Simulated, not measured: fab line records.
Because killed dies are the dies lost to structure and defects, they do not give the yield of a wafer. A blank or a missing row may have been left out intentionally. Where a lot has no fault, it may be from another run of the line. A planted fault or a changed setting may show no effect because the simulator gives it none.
Matching of chambers :: flow n5Finfet :: pecvd-01 running N5_BEOL_M3_ILD_DEP_00: 3 sister chambers
The step deposits SiOC from DEMS/O2, target thk 79 nm, time 15.3 s. 16 wafers are shown with their chamber, then 7 later ones without.

## WAFERS WITH THEIR CHAMBER
wafer: L174.2
chamber: 0
throttleValvePct (%): 12.8
showerheadPlenumPTorr (Torr): 5.688
heaterPowerW (W): 618

wafer: L174.5
chamber: 1
throttleValvePct (%): 12.7
showerheadPlenumPTorr (Torr): 5.704
heaterPowerW (W): 584

wafer: L174.6
chamber: 2
throttleValvePct (%): 11.5
showerheadPlenumPTorr (Torr): 5.683
heaterPowerW (W): 440

wafer: L176.2
chamber: 2
throttleValvePct (%): 11.4
showerheadPlenumPTorr (Torr): 5.678
heaterPowerW (W): 453

wafer: L176.4
chamber: 0
throttleValvePct (%): 12.6
showerheadPlenumPTorr (Torr): 5.697
heaterPowerW (W): 515

wafer: L176.6
chamber: 2
throttleValvePct (%): 11.4
showerheadPlenumPTorr (Torr): 5.671
heaterPowerW (W): 473

wafer: L180.3
chamber: 2
throttleValvePct (%): 11.6
showerheadPlenumPTorr (Torr): 5.670
heaterPowerW (W): 409

wafer: L180.6
chamber: 2
throttleValvePct (%): 11.4
showerheadPlenumPTorr (Torr): 5.681
heaterPowerW (W): 419

wafer: L188.2
chamber: 0
throttleValvePct (%): 12.8
showerheadPlenumPTorr (Torr): 5.700
heaterPowerW (W): 637

wafer: L188.3
chamber: 2
throttleValvePct (%): 11.6
showerheadPlenumPTorr (Torr): 5.665
heaterPowerW (W): 484

wafer: L188.5
chamber: 2
throttleValvePct (%): 11.5
showerheadPlenumPTorr (Torr): 5.674
heaterPowerW (W): 473

wafer: L190.1
chamber: 1
throttleValvePct (%): 12.4
showerheadPlenumPTorr (Torr): 5.696
heaterPowerW (W): 654

wafer: L190.3
chamber: 0
throttleValvePct (%): 12.7
showerheadPlenumPTorr (Torr): 5.694
heaterPowerW (W): 611

wafer: L190.6
chamber: 1
throttleValvePct (%): 12.7
showerheadPlenumPTorr (Torr): 5.699
heaterPowerW (W): 654

wafer: L189.2
chamber: 0
throttleValvePct (%): 12.4
showerheadPlenumPTorr (Torr): 5.699
heaterPowerW (W): 574

wafer: L189.3
chamber: 2
throttleValvePct (%): 11.2
showerheadPlenumPTorr (Torr): 5.677
heaterPowerW (W): 464

SIGNATURES, as means of the wafers listed above
reading: throttleValvePct
chamber 0: 12.660
chamber 1: 12.600
chamber 2: 11.450
scatter within a chamber: 0.15

reading: showerheadPlenumPTorr
chamber 0: 5.69560
chamber 1: 5.69967
chamber 2: 5.67488
scatter within a chamber: 0.00541

reading: heaterPowerW
chamber 0: 591.00
chamber 1: 630.67
chamber 2: 451.88
scatter within a chamber: 36.9
Rule: a wafer's distance from a chamber is the root of the sum, over the readings, of the square of ((its reading less the chamber's mean) divided by the reading's scatter). If the next closest chamber is less than 2 further off than the closest, the wafer can't be placed; otherwise it belongs to the closest. How the scatter is found: for the shown wafers, subtract from each reading the mean of its chamber, square and add these, divide the total by (wafers less chambers), then take the root.

## WAFERS MISSING THEIR CHAMBER
wafer: L189.6
throttleValvePct (%): 12.4
showerheadPlenumPTorr (Torr): 5.696
heaterPowerW (W): 646

wafer: L192.1
throttleValvePct (%): 12.9
showerheadPlenumPTorr (Torr): 5.681
heaterPowerW (W): 553

wafer: L192.4
throttleValvePct (%): 12.9
showerheadPlenumPTorr (Torr): 5.695
heaterPowerW (W): 549

wafer: L192.6
throttleValvePct (%): 12.8
showerheadPlenumPTorr (Torr): 5.686
heaterPowerW (W): 525

wafer: L194.2
throttleValvePct (%): 11.6
showerheadPlenumPTorr (Torr): 5.677
heaterPowerW (W): 440

wafer: L194.3
throttleValvePct (%): 12.7
showerheadPlenumPTorr (Torr): 5.694
heaterPowerW (W): 618

wafer: L194.4
throttleValvePct (%): 13.0
showerheadPlenumPTorr (Torr): 5.704
heaterPowerW (W): 632

## WHICH CHAMBER EACH WENT THROUGH
wafer: L189.6
from the rows above: can't be placed: 1 or 0
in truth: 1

wafer: L192.1
from the rows above: can't be placed: 0 or 1
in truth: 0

wafer: L192.4
from the rows above: can't be placed: 0 or 1
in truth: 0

wafer: L192.6
from the rows above: can't be placed: 0 or 1
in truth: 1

wafer: L194.2
from the rows above: 2
in truth: 2

wafer: L194.3
from the rows above: can't be placed: 0 or 1
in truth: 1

wafer: L194.4
from the rows above: can't be placed: 1 or 0
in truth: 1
Correct placement for 1 of the 7. Unplaceable from these rows: 6, with the true chamber sitting among the candidates in 6. Number placed wrongly: 0.
